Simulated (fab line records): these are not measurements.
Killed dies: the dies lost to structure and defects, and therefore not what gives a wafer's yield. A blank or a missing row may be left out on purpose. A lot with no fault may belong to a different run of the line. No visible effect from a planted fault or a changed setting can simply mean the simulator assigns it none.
Split-lot trial ; flow n5-finfet ; on a route of 1938 steps: 7 lots, 21 wafers read

ON THE SPLIT
At N5_BEOL_M9_TRENCH_ETCH_37 (etches SiCOH lowk in C4F6/O2, target depth 151.43 nm, time 49 s), the setting source-w was moved away from the recipe's 345 W on 8 of the 21 wafers read, by -12.5% to +16.1%. All remaining wafers had this setting at the recipe value.

FROM THE SPLIT TO THE READING: what the file shows between them, 11 steps
- N5_BEOL_M9_ETCH_41: etches SiCN in CH3F/O2, target depth 36.6 nm, time 70.1 s
- N5_BEOL_M9_STRIP_80: strips in N2/H2, time 10 s
- N5_BEOL_M9_OCD_MEAS_38
- N5_BEOL_M9_HM_STRIP_39: strips TiN in peroxide tin strip, target depth 25 nm, time 158 s
- N5_BEOL_M9_SRD_40: time 30 s
- N5_BEOL_M9_ECD_50: material Cu, target thk 318 nm
- N5_BEOL_M9_ANNEAL_51: time 90 s
- N5_BEOL_M9_CMP_52: polishes, stops on SiCOH lowk, t overpolish 7 s, target thk 140 nm
- N5_BEOL_M9_THK_MEAS_53: measures by xrf
- N5_BEOL_M9_PRE_CLEAN_55: time 15 s
- N5_BEOL_M9_DEP_56: deposits SiCN from 3MS/NH3, target thk 15 nm, time 26.5 s

THE READING
M9_RS (ohm/sq), read at N5_BEOL_M9_RS_MEAS_57 with a four-point probe. Typical for fault-free wafers on this fab line: 0.1510 ohm/sq, with standard deviation 0.0029 ohm/sq.

wafer;tool, chamber at the split;source-w as run, W;against the recipe;M9_RS, ohm/sq;against lot-mates on the recipe
L077.3;rie-diel-06, 0;400.4;+16.1%;0.1455;-0.0091
L077.5;rie-diel-06, 0;345;recipe;0.1546;-
L077.6;rie-diel-06, 2;400.4;+16.1%;0.1419;-0.0127
L076.3;rie-diel-03, 1;345;recipe;0.1533;-
L076.4;rie-diel-03, 0;345;recipe;0.1507;-
L076.6;rie-diel-03, 2;345;recipe;0.1507;-
L078.4;rie-diel-06, 0;345;recipe;0.1522;-
L078.5;rie-diel-06, 2;345;recipe;0.1474;-
L078.6;rie-diel-06, 3;305.6;-11.4%;0.1615;+0.0117
L083.3;rie-diel-01, 2;345;recipe;0.1477;-
L083.5;rie-diel-01, 0;345;recipe;0.1455;-
L083.6;rie-diel-01, 1;312;-9.6%;0.1547;+0.0081
L090.3;rie-diel-03, 1;301.9;-12.5%;0.1588;no lot-mate on the recipe
L090.4;rie-diel-03, 2;301.9;-12.5%;0.1582;no lot-mate on the recipe
L090.6;rie-diel-03, 1;301.9;-12.5%;0.1610;no lot-mate on the recipe
L094.2;rie-diel-01, 2;387.8;+12.4%;0.1437;-0.0058
L094.3;rie-diel-01, 1;345;recipe;0.1500;-
L094.4;rie-diel-01, 0;345;recipe;0.1490;-
L082.2;rie-diel-06, 0;345;recipe;0.1560;-
L082.4;rie-diel-06, 2;345;recipe;0.1559;-
L082.6;rie-diel-06, 3;345;recipe;0.1513;-

FIT RESULTS
A straight line over all 21 wafers: M9_RS changes by -0.000578 ohm/sq for each +1% of source-w; r = -0.86; the points scatter about the line by 0.0029 ohm/sq.
The same after taking each lot's own level away (the mean of its wafers on the recipe; 18 wafers): -0.000724 ohm/sq for each +1%; r = -0.94; scatter 0.0019 ohm/sq.
According to that fit, moving source-w by its largest amount changes the reading by 0.012 ohm/sq.
Across the lots, their own levels run from 0.14660 to 0.15460 ohm/sq, a range of 2.8 times the standard deviation given above.
So the lot-to-lot level changes the slope: the two fits differ.
Check: -0.012 ohm/sq against its lot-mates is what the line predicts for one of the wafers moved furthest among these (+16.1%) when that wafer is left out of the fit. Against them it came out at -0.0091 ohm/sq.
Tool readings at the split's step, against how far the setting was moved: rf-vpp-V r = -0.97.

THE WHOLE CHAIN: every reading that the file lists as answering this split, in the file's order
step;what it does;reading;change (the file's fit);r (the file's)
N5_BEOL_M9_TRENCH_ETCH_37;etches SiCOH lowk in C4F6/O2, target depth 151.43 nm, time 49 s;rf-vpp-V;-3.09 V for each +1% of the setting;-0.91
N5_BEOL_M9_TRENCH_ETCH_37;etches SiCOH lowk in C4F6/O2, target depth 151.43 nm, time 49 s;BEOL_M9.feature-depth-nm (the simulator's own value, which no gauge read);+0.581 nm for each +1% of the setting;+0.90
N5_BEOL_M9_TRENCH_ETCH_37;etches SiCOH lowk in C4F6/O2, target depth 151.43 nm, time 49 s;etch.depth-nm (the simulator's own value, which no gauge read);+0.582 nm for each +1% of the setting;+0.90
N5_BEOL_M9_OCD_MEAS_38;;trench-depth-nm;+0.572 nm for each +1% of the setting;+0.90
N5_BEOL_M9_CMP_52;polishes, stops on SiCOH lowk, t overpolish 7 s, target thk 140 nm;Cu_of_BEOL_M9_ECD_50.thk-nm (the simulator's own value, which no gauge read);+0.614 nm for each +1% of the setting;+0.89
N5_BEOL_M9_THK_MEAS_53;measures by xrf;M9_THK;+0.6 for each +1% of the setting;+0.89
N5_BEOL_M9_RS_MEAS_57;measures by four-point-probe;M9_RS;-0.000723 for each +1% of the setting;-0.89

THE FILE'S OWN FIT
M9_RS changes by -0.000723 ohm/sq for each +1% of source-w, r = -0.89.
